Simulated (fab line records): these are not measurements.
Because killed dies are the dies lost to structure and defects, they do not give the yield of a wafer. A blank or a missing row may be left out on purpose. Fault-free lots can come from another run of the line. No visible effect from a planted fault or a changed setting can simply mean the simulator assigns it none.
Matching of chambers || flow nand harc || 4 sister chambers for NHARC_A_STAIRCASE_DESCUM_443 on rie diel-01
The step chemistry O2, time 3 s. 20 wafers are shown with their chamber, then 10 later ones without.

WAFERS, EACH WITH ITS CHAMBER
{"wafer": "L075.3", "chamber": 3, "showerhead plenum p Torr (Torr)": 1.78, "drypump motor current A (A)": 6.0, "oes product au (a.u.)": 0.985}
{"wafer": "L075.4", "chamber": 1, "showerhead plenum p Torr (Torr)": 2.00, "drypump motor current A (A)": 6.3, "oes product au (a.u.)": 0.998}
{"wafer": "L075.5", "chamber": 2, "showerhead plenum p Torr (Torr)": 2.07, "drypump motor current A (A)": 6.4, "oes product au (a.u.)": 0.998}
{"wafer": "L076.3", "chamber": 1, "showerhead plenum p Torr (Torr)": 1.99, "drypump motor current A (A)": 6.3, "oes product au (a.u.)": 0.984}
{"wafer": "L076.5", "chamber": 3, "showerhead plenum p Torr (Torr)": 1.78, "drypump motor current A (A)": 6.0, "oes product au (a.u.)": 0.987}
{"wafer": "L076.6", "chamber": 2, "showerhead plenum p Torr (Torr)": 2.07, "drypump motor current A (A)": 6.4, "oes product au (a.u.)": 0.996}
{"wafer": "L078.3", "chamber": 0, "showerhead plenum p Torr (Torr)": 2.07, "drypump motor current A (A)": 4.8, "oes product au (a.u.)": 0.992}
{"wafer": "L078.4", "chamber": 3, "showerhead plenum p Torr (Torr)": 1.78, "drypump motor current A (A)": 6.0, "oes product au (a.u.)": 0.992}
{"wafer": "L078.6", "chamber": 0, "showerhead plenum p Torr (Torr)": 2.07, "drypump motor current A (A)": 4.8, "oes product au (a.u.)": 1.000}
{"wafer": "L079.3", "chamber": 2, "showerhead plenum p Torr (Torr)": 2.06, "drypump motor current A (A)": 6.3, "oes product au (a.u.)": 0.993}
{"wafer": "L079.4", "chamber": 3, "showerhead plenum p Torr (Torr)": 1.78, "drypump motor current A (A)": 6.0, "oes product au (a.u.)": 0.991}
{"wafer": "L079.5", "chamber": 2, "showerhead plenum p Torr (Torr)": 2.06, "drypump motor current A (A)": 6.4, "oes product au (a.u.)": 0.996}
{"wafer": "L081.2", "chamber": 1, "showerhead plenum p Torr (Torr)": 1.99, "drypump motor current A (A)": 6.3, "oes product au (a.u.)": 1.000}
{"wafer": "L081.4", "chamber": 0, "showerhead plenum p Torr (Torr)": 2.07, "drypump motor current A (A)": 4.9, "oes product au (a.u.)": 1.006}
{"wafer": "L081.5", "chamber": 2, "showerhead plenum p Torr (Torr)": 2.06, "drypump motor current A (A)": 6.4, "oes product au (a.u.)": 1.008}
{"wafer": "L083.1", "chamber": 3, "showerhead plenum p Torr (Torr)": 1.77, "drypump motor current A (A)": 6.1, "oes product au (a.u.)": 0.997}
{"wafer": "L083.4", "chamber": 1, "showerhead plenum p Torr (Torr)": 1.99, "drypump motor current A (A)": 6.2, "oes product au (a.u.)": 1.007}
{"wafer": "L083.5", "chamber": 2, "showerhead plenum p Torr (Torr)": 2.06, "drypump motor current A (A)": 6.4, "oes product au (a.u.)": 1.012}
{"wafer": "L086.1", "chamber": 1, "showerhead plenum p Torr (Torr)": 1.98, "drypump motor current A (A)": 6.3, "oes product au (a.u.)": 0.995}
{"wafer": "L086.3", "chamber": 0, "showerhead plenum p Torr (Torr)": 2.06, "drypump motor current A (A)": 4.8, "oes product au (a.u.)": 1.002}

SIGNATURES (averages over the wafers above)
{"reading": "showerhead plenum p Torr", "chamber 0": 2.0675, "chamber 1": 1.9900, "chamber 2": 2.0633, "chamber 3": 1.7780, "scatter within a chamber": 0.00552}
{"reading": "drypump motor current A", "chamber 0": 4.825, "chamber 1": 6.280, "chamber 2": 6.383, "chamber 3": 6.020, "scatter within a chamber": 0.0446}
{"reading": "oes product au", "chamber 0": 1.00000, "chamber 1": 0.99680, "chamber 2": 1.00050, "chamber 3": 0.99040, "scatter within a chamber": 0.00692}
Rule: distance of a wafer from a chamber = root of the sum over the readings of ((wafer's reading minus chamber's mean) / reading's scatter) squared. The wafer belongs to the nearest chamber; if the next one is less than 2 further off, it can't be placed. How the scatter is found: for the shown wafers, subtract from each reading the mean of its chamber, square and add these, divide the total by (wafers less chambers), then take the root.

WAFERS WHOSE CHAMBER IS MISSING
{"wafer": "L086.4", "showerhead plenum p Torr (Torr)": 2.05, "drypump motor current A (A)": 6.4, "oes product au (a.u.)": 1.000}
{"wafer": "L087.1", "showerhead plenum p Torr (Torr)": 1.98, "drypump motor current A (A)": 6.3, "oes product au (a.u.)": 0.998}
{"wafer": "L087.2", "showerhead plenum p Torr (Torr)": 2.05, "drypump motor current A (A)": 6.4, "oes product au (a.u.)": 1.008}
{"wafer": "L087.4", "showerhead plenum p Torr (Torr)": 1.98, "drypump motor current A (A)": 6.2, "oes product au (a.u.)": 1.004}
{"wafer": "L093.1", "showerhead plenum p Torr (Torr)": 2.07, "drypump motor current A (A)": 6.0, "oes product au (a.u.)": 0.985}
{"wafer": "L093.4", "showerhead plenum p Torr (Torr)": 2.05, "drypump motor current A (A)": 6.4, "oes product au (a.u.)": 0.991}
{"wafer": "L093.5", "showerhead plenum p Torr (Torr)": 2.07, "drypump motor current A (A)": 6.0, "oes product au (a.u.)": 0.986}
{"wafer": "L097.1", "showerhead plenum p Torr (Torr)": 2.04, "drypump motor current A (A)": 6.4, "oes product au (a.u.)": 1.013}
{"wafer": "L097.4", "showerhead plenum p Torr (Torr)": 2.07, "drypump motor current A (A)": 6.0, "oes product au (a.u.)": 0.996}
{"wafer": "L097.5", "showerhead plenum p Torr (Torr)": 1.97, "drypump motor current A (A)": 6.2, "oes product au (a.u.)": 1.018}

EACH ONE'S CHAMBER
{"wafer": "L086.4", "from the rows above": 2, "in truth": 2}
{"wafer": "L087.1", "from the rows above": 1, "in truth": 1}
{"wafer": "L087.2", "from the rows above": 2, "in truth": 2}
{"wafer": "L087.4", "from the rows above": 1, "in truth": 1}
{"wafer": "L093.1", "from the rows above": 2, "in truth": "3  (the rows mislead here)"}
{"wafer": "L093.4", "from the rows above": 2, "in truth": 2}
{"wafer": "L093.5", "from the rows above": 2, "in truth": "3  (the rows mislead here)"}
{"wafer": "L097.1", "from the rows above": 2, "in truth": 2}
{"wafer": "L097.4", "from the rows above": 2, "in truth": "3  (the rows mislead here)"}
{"wafer": "L097.5", "from the rows above": 1, "in truth": 1}
7 of 10 placed correctly. Left unplaced by these rows: 0. Wrongly placed: 3.
